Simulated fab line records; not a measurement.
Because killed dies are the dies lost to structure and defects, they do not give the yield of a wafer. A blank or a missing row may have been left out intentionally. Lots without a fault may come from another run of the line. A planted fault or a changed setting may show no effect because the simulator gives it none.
The tool behind it: which one? -- flow n5-finfet -- 33 wafers from 12 lots sampled at 5 of the route's 1938 steps

## WHAT THE GAUGES READ, wafer by wafer
The record holds no reading of a measuring or inspecting step that can be judged against a usual standard deviation.

## EACH LOT AND THE TOOL THAT RAN IT (in order: tool; ch and the chambers of the sampled wafers; start)
lot,N5_BEOL_M5_ANNEAL_82,N5_BEOL_M5_ANNEAL_84,N5_BEOL_M5_ECD_50,N5_BEOL_M5_CMP_52,N5_BEOL_M5_DEP_56
L358,"pvd-sputter-03, day 9 02:18","pvd-sputter-03, day 9 03:23","ecd-cu-01 ch 0,1, day 9 05:36","cmp-03 ch 0,1,3, day 9 06:19","pecvd-01 ch 1,2, day 9 06:43"
L361,"pvd-sputter-02, day 9 09:29","pvd-sputter-02, day 9 10:35","ecd-cu-02 ch 0,1, day 9 12:47","cmp-03 ch 0,1, day 9 15:08","pecvd-04 ch 0,1, day 9 15:49"
L360,"pvd-sputter-01, day 9 11:28","pvd-sputter-01, day 9 12:34","ecd-cu-01 ch 0,1, day 9 14:46","cmp-01 ch 0,1,2, day 9 15:12","pecvd-02 ch 0,1,2, day 9 15:55"
L359,"pvd-sputter-02, day 9 15:24","pvd-sputter-02, day 9 16:29","ecd-cu-02 ch 0,1, day 9 18:42","cmp-03 ch 1,3, day 9 19:05","pecvd-01 ch 0,1, day 9 19:35"
L366,"pvd-sputter-03, day 11 22:45","pvd-sputter-03, day 11 23:50","ecd-cu-02 ch 0,1, day 12 02:02","cmp-03 ch 0,3, day 12 02:26","pecvd-01 ch 0,2, day 12 02:55"
L369,"pvd-sputter-01, day 12 00:48","pvd-sputter-01, day 12 01:53","ecd-cu-02 ch 0,1, day 12 04:06","cmp-03 ch 0,2,3, day 12 04:29","pecvd-02 ch 1,2, day 12 04:58"
L368,"pvd-sputter-01, day 13 04:34","pvd-sputter-01, day 13 05:38","ecd-cu-02 ch 0, day 13 07:51","cmp-03 ch 2,3, day 13 08:19","pecvd-04 ch 1, day 13 08:55"
L367,"pvd-sputter-03, day 13 21:56","pvd-sputter-03, day 13 23:01","ecd-cu-01 ch 0,1, day 14 01:15","cmp-04 ch 0,1, day 14 01:43","pecvd-02 ch 0,1,2, day 14 02:13"
L376,"pvd-sputter-01, day 15 04:44","pvd-sputter-01, day 15 05:50","ecd-cu-01 ch 0,1, day 15 08:02","cmp-04 ch 0,2, day 15 08:28","pecvd-04 ch 1,2, day 15 08:55"
L375,"pvd-sputter-02, day 15 07:40","pvd-sputter-02, day 15 08:45","ecd-cu-01 ch 0,1, day 15 10:58","cmp-04 ch 1,3, day 15 11:23","pecvd-01 ch 0, day 15 11:53"
L378,"pvd-sputter-03, day 15 08:18","pvd-sputter-03, day 15 09:23","ecd-cu-01 ch 0,1, day 15 11:36","cmp-01 ch 2,3, day 15 12:18","pecvd-01 ch 0,1, day 15 13:00"
L379,"pvd-sputter-01, day 15 23:01","pvd-sputter-01, day 16 00:06","ecd-cu-02 ch 0,1, day 16 02:20","cmp-04 ch 1,2, day 16 02:42","pecvd-02 ch 0,1,2, day 16 03:13"
- N5_BEOL_M5_ANNEAL_82: time 1800 s.
- N5_BEOL_M5_ANNEAL_84: time 1800 s.
- N5_BEOL_M5_ECD_50: material Cu, target thk 300 nm.
- N5_BEOL_M5_CMP_52: polishes, stops on SiCOH lowk, t overpolish 6.9 s, target thk 62 nm.
- N5_BEOL_M5_DEP_56: deposits SiCN from 3MS/NH3, target thk 8 nm, time 14 s.

## AS READ BY THE TOOLS THEMSELVES (means over the sampled wafers that have a number; for cases with no such wafer, the mark the record gives instead)
N5_BEOL_M5_ANNEAL_82. Usual: heater-power-w at 878 W, with a standard deviation of 96.
lot,tool,heater-power-w (W),flag
L358,pvd-sputter-03,934,
L361,pvd-sputter-02,918,
L360,pvd-sputter-01,864,
L359,pvd-sputter-02,937,
L366,pvd-sputter-03,800,
L369,pvd-sputter-01,880,
L368,pvd-sputter-01,911,
L367,pvd-sputter-03,803,
L376,pvd-sputter-01,778,
L375,pvd-sputter-02,958,
L378,pvd-sputter-03,916,
L379,pvd-sputter-01,808,

N5_BEOL_M5_ANNEAL_84. Usual: heater-power-w at 878 W, with a standard deviation of 98.
lot,tool,heater-power-w (W),flag
L358,pvd-sputter-03,941,
L361,pvd-sputter-02,928,
L360,pvd-sputter-01,881,
L359,pvd-sputter-02,926,
L366,pvd-sputter-03,795,
L369,pvd-sputter-01,878,
L368,pvd-sputter-01,910,
L367,pvd-sputter-03,797,
L376,pvd-sputter-01,773,
L375,pvd-sputter-02,926,
L378,pvd-sputter-03,907,
L379,pvd-sputter-01,824,

N5_BEOL_M5_CMP_52. Usual: clearing-platen-down-force-psi 1.5000 psi, standard deviation 0.0028; motor-current-A 5.9 A, standard deviation 0.76; retaining-ring-pressure-frac 1.000, standard deviation 0.0053; time-to-endpoint-s 62 s, standard deviation 3.1.
lot,tool,clearing-platen-down-force-psi (psi),motor-current-A (A),retaining-ring-pressure-frac,time-to-endpoint-s (s),flag
L358,cmp-03,1.5002,5.6,1.005,61,
L361,cmp-03,1.5012,5.5,1.002,60,
L360,cmp-01,1.5013,5.5,1.003,63,
L359,cmp-03,1.5003,5.7,0.996,64,
L366,cmp-03,1.5019,5.2,1.001,63,
L369,cmp-03,1.4998,5.9,1.001,67,
L368,cmp-03,1.4999,6.7,1.000,65,
L367,cmp-04,1.4991,6.3,1.000,61,
L376,cmp-04,1.4999,6.4,1.000,48,OFF
L375,cmp-04,1.4996,5.8,1.005,37,OFF
L378,cmp-01,1.5029,5.2,1.004,50,OFF
L379,cmp-04,1.4993,5.6,0.999,61,

N5_BEOL_M5_DEP_56. Usual: chamber-pressure-Torr 3.000 Torr, standard deviation 0.0067; showerhead-plenum-p-Torr 3.671 Torr, standard deviation 0.014; throttle-valve-pct 9.2 %, standard deviation 0.61.
lot,tool,chamber-pressure-Torr (Torr),showerhead-plenum-p-Torr (Torr),throttle-valve-pct (%),flag
L358,pecvd-01,2.993,3.680,9.7,
L361,pecvd-04,3.005,3.670,9.0,
L360,pecvd-02,3.003,3.665,9.2,
L359,pecvd-01,2.998,3.680,9.5,
L366,pecvd-01,3.001,3.674,8.6,
L369,pecvd-02,3.004,3.675,9.1,
L368,pecvd-04,2.995,3.663,8.7,
L367,pecvd-02,3.006,3.667,9.4,
L376,pecvd-04,2.991,3.659,8.9,
L375,pecvd-01,3.007,3.678,8.7,
L378,pecvd-01,3.002,3.677,9.4,
L379,pecvd-02,3.000,3.674,9.1,

## THE ANSWER, worked out from the rows above alone
Rule: take the mean of a lot's wafers that have a number; if it is more than 3 standard deviations from the usual mean, the lot is off. Also off: a lot with no number at a reading for which 4 or more lots have one. Any other lot the step has rows for is counted as sound. First the gauges in route order, then the tools' own readings, where a lot's mean is used as printed above. At the first step where some lot is off, the reading lying furthest off is the one used; lots without a number count as furthest.
Off at N5_BEOL_M5_CMP_52 (time-to-endpoint-s): L376, L375, L378.
A tool fits if, at that step or a process step before it, it ran every lot that is off, and no sound lot after the first of them. One fits: N5_BEOL_M5_ECD_50 on ecd-cu-01. A fault onset in the window from L367 (day 14 01:15, its last sound lot) to L376 (day 15 08:02, its first lot off) fits.

## WHAT THE SIMULATOR HAD INSERTED
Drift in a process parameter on ecd-cu-01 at N5_BEOL_M5_ECD_50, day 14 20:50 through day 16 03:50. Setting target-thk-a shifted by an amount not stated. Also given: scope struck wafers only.
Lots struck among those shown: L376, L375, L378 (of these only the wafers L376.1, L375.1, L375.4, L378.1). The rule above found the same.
